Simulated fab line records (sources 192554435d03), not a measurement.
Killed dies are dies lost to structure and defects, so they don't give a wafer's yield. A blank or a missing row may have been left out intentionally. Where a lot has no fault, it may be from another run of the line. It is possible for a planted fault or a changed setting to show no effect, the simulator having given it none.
Matching of chambers ; flow n5_finfet ; N5_BEOL_M7_ETCH_65 on rie_diel-03 has 4 sister chambers
The step etches SiARC in CF4, target depth 15.6 nm, time 26 s. 20 wafers are shown with their chamber, then 10 later ones without.

## WAFERS WITH THEIR CHAMBER
wafer;chamber;drypump_motor_current_A (A);showerhead_plenum_p_Torr (Torr);throttle_valve_pct (%)
L079.1;1;6.6;2.12;15.70
L079.5;3;6.5;2.26;15.33
L079.6;2;5.8;2.14;15.52
L080.1;1;6.6;2.12;15.70
L080.3;0;6.1;2.14;15.52
L080.5;1;6.6;2.12;15.70
L083.1;0;6.1;2.14;15.53
L083.5;0;6.1;2.14;15.53
L083.6;1;6.6;2.12;15.70
L084.3;2;5.8;2.14;15.53
L084.4;2;5.8;2.14;15.52
L084.6;0;6.0;2.14;15.53
L085.1;1;6.6;2.12;15.70
L085.3;3;6.5;2.25;15.34
L085.5;2;5.8;2.14;15.53
L086.1;0;6.0;2.14;15.53
L086.3;3;6.5;2.25;15.36
L086.6;2;5.8;2.14;15.55
L093.3;1;6.6;2.11;15.73
L093.5;1;6.6;2.11;15.75

SIGNATURES (means of the wafers above)
reading;chamber 0;chamber 1;chamber 2;chamber 3;scatter within a chamber
drypump_motor_current_A;6.060;6.600;5.800;6.500;0.0274
showerhead_plenum_p_Torr;2.1400;2.1171;2.1400;2.2533;0.00362
throttle_valve_pct;15.5280;15.7114;15.5300;15.3433;0.0151
Rule: a wafer's distance from a chamber is the root of the sum, over the readings, of the square of ((its reading less the chamber's mean) divided by the reading's scatter). The wafer belongs to the nearest chamber; if the next one is less than 2 further off, it can't be placed. The scatter: take each reading less its chamber's mean, square it, sum over the shown wafers, divide by the number of wafers less the number of chambers, and take the root.

## WAFERS WITH NO CHAMBER GIVEN
wafer;drypump_motor_current_A (A);showerhead_plenum_p_Torr (Torr);throttle_valve_pct (%)
L093.6;5.8;2.14;15.54
L092.1;6.5;2.25;15.38
L092.2;6.6;2.11;15.73
L092.5;5.8;2.14;15.54
L094.2;6.1;2.14;15.55
L094.3;6.5;2.25;15.37
L094.6;6.5;2.25;15.37
L095.2;6.5;2.25;15.38
L095.5;6.1;2.13;15.57
L095.6;6.6;2.11;15.76

## EACH ONE'S CHAMBER
wafer;from the rows above;in truth
L093.6;2;2
L092.1;3;3
L092.2;1;1
L092.5;2;2
L094.2;0;0
L094.3;3;3
L094.6;3;3
L095.2;3;3
L095.5;0;0
L095.6;1;1
Correct placement for 10 of the 10. Not placeable from these rows: 0. Placed wrongly: 0.
